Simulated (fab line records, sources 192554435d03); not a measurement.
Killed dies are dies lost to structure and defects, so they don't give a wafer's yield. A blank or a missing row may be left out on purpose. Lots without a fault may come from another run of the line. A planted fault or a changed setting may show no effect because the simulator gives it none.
One fault seen from 2 desks | flow n5_finfet | each desk has only its own numbers; what lay behind them comes last

THE METROLOGY DESK
What the gauges read, lot by lot, whatever tool the lot ran on: means of the sampled wafers that have a number. A lot is out of limits, marked OUT, if its mean lies more than 4 standard deviations from the usual mean; the brackets give that distance.
Columns: A = M9_ILD_THK at N5_BEOL_M9_THK_MEAS_01, usual 268 nm
lot  | first seen here | A
L418 | day 9 17:25     | 264
L421 | day 10 07:07    | 269
L423 | day 10 23:13    | 267
L426 | day 11 08:12    | 269
L425 | day 11 16:22    | 269
L428 | day 11 17:57    | 267
L429 | day 12 16:22    | 267
L436 | day 14 07:07    | 268
L435 | day 14 09:41    | 266
L439 | day 15 01:15    | 270
L440 | day 15 04:37    | 267
L438 | day 15 06:38    | 272
This desk's finding: nothing out of limits on any of the 12 lots.

THE TOOL OWNER'S DESK: litho_track-05
The tool's own readings at N5_BEOL_M9_COAT_64 (time 60 s, resist thk 12 nm): means of the sampled wafers that have a number, for each lot that ran on this tool. A lot is out of limits, marked OUT, if its mean lies more than 4 standard deviations from the usual mean; the brackets give that distance.
Columns: A = resist_line_temp_C at N5_BEOL_M9_COAT_64, usual 23.01 C; B = spin_speed_rpm at N5_BEOL_M9_COAT_64, usual 1500.0 rpm
lot  | first seen here | A     | B
L418 | day 9 21:19     | 23.11 | 1500.5
L428 | day 11 20:44    | 22.97 | 1499.9
L436 | day 14 10:26    | 23.01 | 1574.2 (+67) OUT
L435 | day 14 11:29    | 22.96 | 1573.0 (+66) OUT
This desk's finding: out of limits on L435, L436; first on L436, day 14 10:26 (spin_speed_rpm at N5_BEOL_M9_COAT_64). In limits: L418, L428.

PUT TOGETHER
The tool owner's desk could have raised an alarm at day 14 10:26, on L435, L436.
The metrology desk saw nothing out of limits.
The metrology desk has L435, L436 on record, within its limits.
Of the lots named, all ran N5_BEOL_M9_COAT_64 on litho_track-05.

WHAT THE SIMULATOR HAD PUT IN
Process parameter drift: litho_track-05, from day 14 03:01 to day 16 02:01, at N5_BEOL_M9_COAT_64. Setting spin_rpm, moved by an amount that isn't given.
Lots struck among those shown: L435, L436.
Hours from the fault's start to each desk's first reading out of limits: the tool owner's desk, 7.
